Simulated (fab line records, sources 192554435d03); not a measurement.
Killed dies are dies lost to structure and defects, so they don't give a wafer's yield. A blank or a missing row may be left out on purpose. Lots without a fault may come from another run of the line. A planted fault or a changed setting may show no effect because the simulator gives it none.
Which tool did it? | flow n5_finfet | 24 lots, 72 wafers sampled, at 6 steps of a route of 1938

WHAT THE GAUGES READ, wafer by wafer
N5_BEOL_M10_OVL_MEAS_12.
lot  | measured     | on         | M10_OVL (nm)
L074 | day 9 16:26  | overlay-02 | -0.2 -1.0 -0.4
L075 | day 10 22:38 | overlay-01 | -0.4 -0.5 -0.1
L076 | day 11 06:23 | overlay-01 | 0.4 0.8 0.3
L077 | day 11 06:35 | overlay-01 | -0.1 0.1 -0.4
L078 | day 11 12:50 | overlay-02 | -0.3 -0.6 -0.2
L080 | day 12 07:25 | overlay-01 | 0.3 0.5 -1.4
L079 | day 12 07:40 | overlay-02 | -0.4 -0.7 -1.4
L082 | day 12 08:42 | overlay-01 | -0.4 1.0 0.6
L085 | day 12 14:38 | overlay-01 | 0.4 0.4 0.3
L081 | day 12 15:37 | overlay-01 | -1.0 -1.4 0.2
L083 | day 12 23:42 | overlay-02 | -1.0 -0.4 0.1
L084 | day 13 04:32 | overlay-02 | -1.3 0.1 0.5
L087 | day 13 10:32 | overlay-02 | -0.1 1.9 0.9
L088 | day 13 12:16 | overlay-02 | -0.8 0.1 -1.2
L086 | day 13 12:28 | overlay-02 | 0.9 0.0 0.5
L089 | day 14 00:20 | overlay-02 | 0.1 0.6 0.3
L090 | day 14 17:22 | overlay-02 | -0.2 -0.5 -1.2
L091 | day 14 23:45 | overlay-01 | -0.2 0.0 -0.1
L093 | day 15 00:05 | overlay-01 | 1.5 1.8 2.4
L092 | day 15 12:14 | overlay-01 | -2.0 -0.8 -1.3
L094 | day 15 12:31 | overlay-02 | 0.6 -0.5 0.3
L095 | day 16 11:29 | overlay-02 | -0.5 0.6 1.5
L096 | day 16 19:59 | overlay-02 | 0.5 1.0 0.1
L097 | day 16 20:19 | overlay-01 | 1.2 0.5 0.7

N5_BEOL_M11_INSPECT_58: inspects for defects (darkfield).
lot  | measured     | on                | raw_defect_count
L074 | day 10 08:30 | defect_inspect-01 | 64 55 50
L075 | day 11 10:07 | defect_inspect-01 | 53 62 56
L076 | day 11 22:49 | defect_inspect-01 | 66 83 67
L077 | day 11 23:43 | defect_inspect-01 | 133 144 79
L078 | day 12 06:37 | defect_inspect-01 | 71 56 67
L080 | day 12 22:59 | defect_inspect-01 | 63 46 51
L079 | day 12 23:37 | defect_inspect-01 | 83 129 82
L082 | day 12 23:20 | defect_inspect-02 | 57 74 39
L085 | day 13 07:27 | defect_inspect-02 | 42 64 81
L081 | day 13 07:49 | defect_inspect-01 | 45 50 66
L083 | day 13 15:03 | defect_inspect-01 | 84 93 69
L084 | day 13 17:10 | defect_inspect-01 | 48 53 39
L087 | day 13 21:43 | defect_inspect-02 | 89 73 104
L088 | day 14 01:17 | defect_inspect-02 | 63 74 101
L086 | day 14 01:27 | defect_inspect-01 | 64 65 37
L089 | day 14 17:39 | defect_inspect-02 | 59 90 66
L090 | day 15 11:44 | defect_inspect-02 | 56 66 75
L091 | day 15 18:01 | defect_inspect-01 | 42 57 60
L093 | day 15 17:32 | defect_inspect-02 | 141 85 58
L092 | day 15 23:20 | defect_inspect-01 | 86 75 65
L094 | day 16 02:03 | defect_inspect-02 | 103 140 79
L095 | day 16 23:42 | defect_inspect-02 | 35 71 36
L096 | day 17 11:07 | defect_inspect-02 | 52 56 28
L097 | day 17 11:59 | defect_inspect-02 | 62 59 70

WHICH TOOL RAN EACH LOT (tool, then ch and the chambers of the sampled wafers, then the start)
lot  | N5_BEOL_M10_HM_OPEN_17            | N5_BEOL_M11_DESCUM_33              | N5_BEOL_M11_VIA_ETCH_34            | N5_BEOL_M11_ANNEAL_51
L074 | rie_metal-02 ch 0,1, day 9 16:50  | rie_diel-03 ch 0,2,3, day 10 04:10 | rie_diel-03 ch 0,2,3, day 10 04:23 | rtp_anneal-02 ch 0, day 10 07:46
L075 | rie_metal-01 ch 0,1, day 10 23:11 | rie_diel-02 ch 1,2,3, day 11 05:41 | rie_diel-02 ch 1,2,3, day 11 05:54 | rtp_anneal-01 ch 0, day 11 09:21
L076 | rie_metal-01 ch 0,1, day 11 06:53 | rie_diel-03 ch 2,3, day 11 19:34   | rie_diel-03 ch 2,3, day 11 19:47   | rtp_anneal-02 ch 0, day 11 22:09
L077 | rie_metal-01 ch 0, day 11 06:56   | rie_diel-03 ch 1,2,3, day 11 20:02 | rie_diel-03 ch 1,2,3, day 11 20:15 | rtp_anneal-02 ch 0, day 11 23:01
L078 | rie_metal-02 ch 0,1, day 11 13:10 | rie_diel-02 ch 0,2,3, day 12 02:34 | rie_diel-02 ch 0,2,3, day 12 02:47 | rtp_anneal-01 ch 0, day 12 05:52
L080 | rie_metal-01 ch 0, day 12 08:05   | rie_diel-02 ch 0,2, day 12 18:17   | rie_diel-02 ch 0,2, day 12 18:29   | rtp_anneal-02 ch 0, day 12 22:17
L079 | rie_metal-01 ch 0,1, day 12 08:20 | rie_diel-02 ch 0,1,3, day 12 18:45 | rie_diel-02 ch 0,1,3, day 12 18:58 | rtp_anneal-02 ch 0, day 12 22:52
L082 | rie_metal-03 ch 0, day 12 09:07   | rie_diel-04 ch 2,3, day 12 18:09   | rie_diel-04 ch 2,3, day 12 18:22   | rtp_anneal-02 ch 0, day 12 22:44
L085 | rie_metal-02 ch 0,1, day 12 15:02 | rie_diel-02 ch 0,3, day 13 04:28   | rie_diel-02 ch 0,3, day 13 04:40   | rtp_anneal-02 ch 0, day 13 06:44
L081 | rie_metal-02 ch 0,1, day 12 15:59 | rie_diel-04 ch 1,2,3, day 13 04:35 | rie_diel-04 ch 1,2,3, day 13 04:47 | rtp_anneal-01 ch 0, day 13 07:10
L083 | rie_metal-01 ch 0,1, day 13 00:17 | rie_diel-03 ch 2,3, day 13 11:28   | rie_diel-03 ch 2,3, day 13 11:40   | rtp_anneal-01 ch 0, day 13 14:26
L084 | rie_metal-01 ch 0,1, day 13 05:07 | rie_diel-03 ch 0,1, day 13 13:10   | rie_diel-03 ch 0,1, day 13 13:23   | rtp_anneal-02 ch 0, day 13 16:30
L087 | rie_metal-02 ch 1, day 13 10:52   | rie_diel-03 ch 0,2,3, day 13 18:38 | rie_diel-03 ch 0,2,3, day 13 18:50 | rtp_anneal-02 ch 0, day 13 20:58
L088 | rie_metal-02 ch 0,1, day 13 12:43 | rie_diel-02 ch 2,3, day 13 20:49   | rie_diel-02 ch 2,3, day 13 21:01   | rtp_anneal-01 ch 0, day 14 00:35
L086 | rie_metal-02 ch 0, day 13 13:05   | rie_diel-04 ch 1,3, day 13 20:56   | rie_diel-04 ch 1,3, day 13 21:08   | rtp_anneal-02 ch 0, day 14 00:43
L089 | rie_metal-03 ch 0,1, day 14 00:50 | rie_diel-03 ch 1,2,3, day 14 11:00 | rie_diel-03 ch 1,2,3, day 14 11:13 | rtp_anneal-01 ch 0, day 14 17:02
L090 | rie_metal-03 ch 0,1, day 14 17:42 | rie_diel-04 ch 1,2, day 15 07:04   | rie_diel-04 ch 1,2, day 15 07:17   | rtp_anneal-01 ch 0, day 15 10:59
L091 | rie_metal-03 ch 0,1, day 15 00:06 | rie_diel-02 ch 0,1,3, day 15 14:40 | rie_diel-02 ch 0,1,3, day 15 14:53 | rtp_anneal-01 ch 0, day 15 17:21
L093 | rie_metal-01 ch 0,1, day 15 00:25 | rie_diel-03 ch 0,1,2, day 15 14:19 | rie_diel-03 ch 0,1,2, day 15 14:31 | rtp_anneal-01 ch 0, day 15 16:49
L092 | rie_metal-01 ch 0,1, day 15 12:34 | rie_diel-02 ch 1,2,3, day 15 20:21 | rie_diel-02 ch 1,2,3, day 15 20:34 | rtp_anneal-02 ch 0, day 15 22:37
L094 | rie_metal-01 ch 0,1, day 15 12:51 | rie_diel-03 ch 0,1, day 15 22:05   | rie_diel-03 ch 0,1, day 15 22:18   | rtp_anneal-01 ch 0, day 16 01:17
L095 | rie_metal-01 ch 0,1, day 16 11:49 | rie_diel-04 ch 2,3, day 16 18:51   | rie_diel-04 ch 2,3, day 16 19:04   | rtp_anneal-02 ch 0, day 16 22:58
L096 | rie_metal-02 ch 0,1, day 16 20:22 | rie_diel-03 ch 1,3, day 17 06:26   | rie_diel-03 ch 1,3, day 17 06:39   | rtp_anneal-02 ch 0, day 17 10:20
L097 | rie_metal-03 ch 0,1, day 16 20:38 | rie_diel-03 ch 1,2, day 17 09:00   | rie_diel-03 ch 1,2, day 17 09:13   | rtp_anneal-01 ch 0, day 17 11:17
- N5_BEOL_M10_HM_OPEN_17: chemistry Cl2/BCl3, target TiN, target depth 20 nm, overetch 6 nm.
- N5_BEOL_M11_DESCUM_33: chemistry O2, time 7.9 s.
- N5_BEOL_M11_VIA_ETCH_34: etches SiCOH lowk in C4F6/O2, target depth 184.5 nm, time 69.2 s.
- N5_BEOL_M11_ANNEAL_51: time 90 s.

WHAT THE TOOLS THEMSELVES READ (means of the sampled wafers that have a number; where no wafer has one, the mark that the record gives instead)
N5_BEOL_M10_HM_OPEN_17.
lot  | tool         | drypump_motor_current_A (A) | he_backside_leak_sccm (sccm) | mfc_ar_sccm (sccm) | mfc_cl2_sccm (sccm) | oes_product_au (a.u.) | throttle_valve_pct (%)
L074 | rie_metal-02 | 6.1                         | 3.41                         | 24.99              | 53.36               | 0.74                  | 22.19
L075 | rie_metal-01 | 5.8                         | 3.78                         | 24.98              | 53.40               | 0.66                  | 22.09
L076 | rie_metal-01 | 5.9                         | 3.70                         | 25.04              | 53.28               | 0.67                  | 22.07
L077 | rie_metal-01 | 5.3                         | 3.59                         | 25.07              | 53.34               | 0.64                  | 21.75
L078 | rie_metal-02 | 6.2                         | 3.22                         | 24.93              | 53.16               | 0.73                  | 22.29
L080 | rie_metal-01 | 5.3                         | 3.67                         | 24.88              | 53.27               | 0.64                  | 21.76
L079 | rie_metal-01 | 5.8                         | 3.44                         | 24.95              | 53.26               | 0.67                  | 22.06
L082 | rie_metal-03 | 6.3                         | 3.62                         | 25.09              | 53.40               | 0.67                  | 22.09
L085 | rie_metal-02 | 6.1                         | 3.29                         | 25.05              | 53.22               | 0.72                  | 22.20
L081 | rie_metal-02 | 6.2                         | 3.25                         | 25.00              | 53.35               | 0.72                  | 22.28
L083 | rie_metal-01 | 5.9                         | 3.54                         | 24.96              | 53.23               | 0.65                  | 22.09
L084 | rie_metal-01 | 5.6                         | 3.84                         | 24.94              | 53.41               | 0.65                  | 21.94
L087 | rie_metal-02 | 6.2                         | 3.24                         | 24.97              | 53.50               | 0.71                  | 22.39
L088 | rie_metal-02 | 6.2                         | 3.65                         | 24.99              | 53.07               | 0.72                  | 22.31
L086 | rie_metal-02 | 6.1                         | 3.57                         | 25.00              | 53.06               | 0.72                  | 22.12
L089 | rie_metal-03 | 6.2                         | 3.55                         | 25.18              | 53.23               | 0.72                  | 21.97
L090 | rie_metal-03 | 6.2                         | 3.53                         | 25.02              | 53.18               | 0.70                  | 22.00
L091 | rie_metal-03 | 6.2                         | 3.58                         | 25.06              | 53.17               | 0.71                  | 21.98
L093 | rie_metal-01 | 5.6                         | 3.76                         | 25.08              | 53.20               | 0.65                  | 21.92
L092 | rie_metal-01 | 5.8                         | 3.66                         | 24.94              | 53.17               | 0.64                  | 22.10
L094 | rie_metal-01 | 5.8                         | 3.86                         | 25.02              | 53.37               | 0.63                  | 22.11
L095 | rie_metal-01 | 5.8                         | 3.69                         | 24.97              | 53.27               | 0.64                  | 22.11
L096 | rie_metal-02 | 6.1                         | 3.38                         | 25.09              | 53.46               | 0.68                  | 22.25
L097 | rie_metal-03 | 6.2                         | 3.53                         | 24.97              | 53.33               | 0.70                  | 22.00

N5_BEOL_M11_DESCUM_33.
lot  | tool        | drypump_motor_current_A (A) | oes_product_au (a.u.) | rf_vpp_V (V) | showerhead_plenum_p_Torr (Torr) | throttle_valve_pct (%)
L074 | rie_diel-03 | 5.8                         | 0.77                  | 242.8        | 2.06                            | 20.34
L075 | rie_diel-02 | 5.7                         | 0.81                  | 242.2        | 2.04                            | 20.52
L076 | rie_diel-03 | 5.8                         | 0.72                  | 242.7        | 2.05                            | 20.48
L077 | rie_diel-03 | 5.7                         | 0.73                  | 242.9        | 2.08                            | 20.38
L078 | rie_diel-02 | 5.5                         | 0.79                  | 242.9        | 2.07                            | 20.60
L080 | rie_diel-02 | 5.8                         | 0.79                  | 242.8        | 2.10                            | 20.53
L079 | rie_diel-02 | 5.7                         | 0.85                  | 242.7        | 2.05                            | 20.38
L082 | rie_diel-04 | 5.9                         | 0.75                  | 243.4        | 2.11                            | 20.41
L085 | rie_diel-02 | 5.4                         | 0.83                  | 242.4        | 2.08                            | 20.47
L081 | rie_diel-04 | 5.8                         | 0.83                  | 243.4        | 2.14                            | 20.40
L083 | rie_diel-03 | 5.7                         | 0.70                  | 242.6        | 2.10                            | 20.49
L084 | rie_diel-03 | 5.8                         | 0.77                  | 243.2        | 2.05                            | 20.19
L087 | rie_diel-03 | 5.8                         | 0.74                  | 243.2        | 2.05                            | 20.39
L088 | rie_diel-02 | 5.2                         | 0.71                  | 241.2        | 2.02                            | 20.87
L086 | rie_diel-04 | 5.6                         | 0.89                  | 244.3        | 2.17                            | 20.40
L089 | rie_diel-03 | 5.7                         | 0.72                  | 242.4        | 2.07                            | 20.41
L090 | rie_diel-04 | 5.4                         | 0.84                  | 243.2        | 2.12                            | 20.30
L091 | rie_diel-02 | 5.7                         | 0.90                  | 244.5        | 2.13                            | 20.28
L093 | rie_diel-03 | 5.9                         | 0.76                  | 242.7        | 2.02                            | 20.31
L092 | rie_diel-02 | 5.7                         | 0.86                  | 244.2        | 2.12                            | 20.43
L094 | rie_diel-03 | 5.8                         | 0.78                  | 242.8        | 2.03                            | 20.20
L095 | rie_diel-04 | 6.1                         | 0.76                  | 243.7        | 2.15                            | 20.57
L096 | rie_diel-03 | 5.6                         | 0.68                  | 243.6        | 2.12                            | 20.43
L097 | rie_diel-03 | 5.9                         | 0.72                  | 242.2        | 2.01                            | 20.45

N5_BEOL_M11_VIA_ETCH_34.
lot  | tool        | drypump_motor_current_A (A) | mfc_ar_sccm (sccm) | oes_product_au (a.u.) | rf_vpp_V (V) | showerhead_plenum_p_Torr (Torr) | throttle_valve_pct (%)
L074 | rie_diel-03 | 5.8                         | 300.5              | 0.76                  | 670          | 2.81                            | 20.85
L075 | rie_diel-02 | 5.7                         | 299.9              | 0.82                  | 663          | 2.79                            | 21.06
L076 | rie_diel-03 | 5.9                         | 299.4              | 0.72                  | 661          | 2.78                            | 20.94
L077 | rie_diel-03 | 5.7                         | 299.6              | 0.73                  | 666          | 2.83                            | 20.90
L078 | rie_diel-02 | 5.5                         | 299.8              | 0.79                  | 668          | 2.81                            | 21.04
L080 | rie_diel-02 | 5.8                         | 300.7              | 0.80                  | 668          | 2.87                            | 21.07
L079 | rie_diel-02 | 5.6                         | 300.9              | 0.85                  | 663          | 2.80                            | 20.88
L082 | rie_diel-04 | 6.0                         | 300.2              | 0.75                  | 652          | 2.90                            | 21.01
L085 | rie_diel-02 | 5.4                         | 300.7              | 0.84                  | 668          | 2.82                            | 20.85
L081 | rie_diel-04 | 5.8                         | 301.4              | 0.82                  | 660          | 2.92                            | 20.95
L083 | rie_diel-03 | 5.7                         | 300.2              | 0.70                  | 658          | 2.86                            | 20.94
L084 | rie_diel-03 | 5.8                         | 299.8              | 0.77                  | 685          | 2.82                            | 20.81
L087 | rie_diel-03 | 5.8                         | 299.9              | 0.74                  | 670          | 2.80                            | 20.89
L088 | rie_diel-02 | 5.2                         | 300.5              | 0.72                  | 665          | 2.74                            | 21.25
L086 | rie_diel-04 | 5.6                         | 300.9              | 0.89                  | 669          | 2.95                            | 20.87
L089 | rie_diel-03 | 5.7                         | 299.3              | 0.72                  | 667          | 2.82                            | 20.93
L090 | rie_diel-04 | 5.4                         | 299.6              | 0.83                  | 668          | 2.89                            | 20.88
L091 | rie_diel-02 | 5.7                         | 299.8              | 0.92                  | 667          | 2.90                            | 20.78
L093 | rie_diel-03 | 5.9                         | 300.1              | 0.75                  | 678          | 2.77                            | 20.88
L092 | rie_diel-02 | 5.7                         | 299.9              | 0.86                  | 667          | 2.89                            | 20.98
L094 | rie_diel-03 | 5.9                         | 300.0              | 0.78                  | 686          | 2.79                            | 20.80
L095 | rie_diel-04 | 6.1                         | 299.6              | 0.75                  | 654          | 2.93                            | 21.07
L096 | rie_diel-03 | 5.6                         | 299.6              | 0.68                  | 663          | 2.89                            | 20.92
L097 | rie_diel-03 | 5.9                         | 300.5              | 0.72                  | 670          | 2.75                            | 20.96

N5_BEOL_M11_ANNEAL_51.
lot  | tool          | wafer_temp_C_max
L074 | rtp_anneal-02 | 225.94
L075 | rtp_anneal-01 | 226.40
L076 | rtp_anneal-02 | 225.71
L077 | rtp_anneal-02 | 225.92
L078 | rtp_anneal-01 | 225.85
L080 | rtp_anneal-02 | 225.99
L079 | rtp_anneal-02 | 225.97
L082 | rtp_anneal-02 | 225.87
L085 | rtp_anneal-02 | 225.81
L081 | rtp_anneal-01 | 226.20
L083 | rtp_anneal-01 | 226.04
L084 | rtp_anneal-02 | 225.49
L087 | rtp_anneal-02 | 226.01
L088 | rtp_anneal-01 | 225.67
L086 | rtp_anneal-02 | 225.82
L089 | rtp_anneal-01 | 225.97
L090 | rtp_anneal-01 | 226.22
L091 | rtp_anneal-01 | 226.10
L093 | rtp_anneal-01 | 226.16
L092 | rtp_anneal-02 | 225.53
L094 | rtp_anneal-01 | 226.22
L095 | rtp_anneal-02 | 225.85
L096 | rtp_anneal-02 | 225.95
L097 | rtp_anneal-01 | 225.99

THE ANSWER, worked out from the rows above alone
Rule: what is usual is taken from the lots themselves. Put in order of their means at a reading, lots are off if they are a third of the lots or fewer, leave a main group of 4 or more, and stand apart from it by a gap of 3 or more times the standard deviation of the main group's means; of several such gaps the widest counts. A main group whose means are all the same, to the digits that the tables above print for the reading, isn't used. A lot without any number at a reading at which 4 lots or more have one is off too. The other lots that the step has rows for count as sound. The gauges are gone through in route order, then the tools' own readings, and for those a lot's mean is taken as printed above. The first step at which some lot is off is used, and at that step the reading that is off furthest; a lot without a number counts as furthest.
No lot is off at any reading shown: from this, nothing can be told.

WHAT THE SIMULATOR HAD PUT IN
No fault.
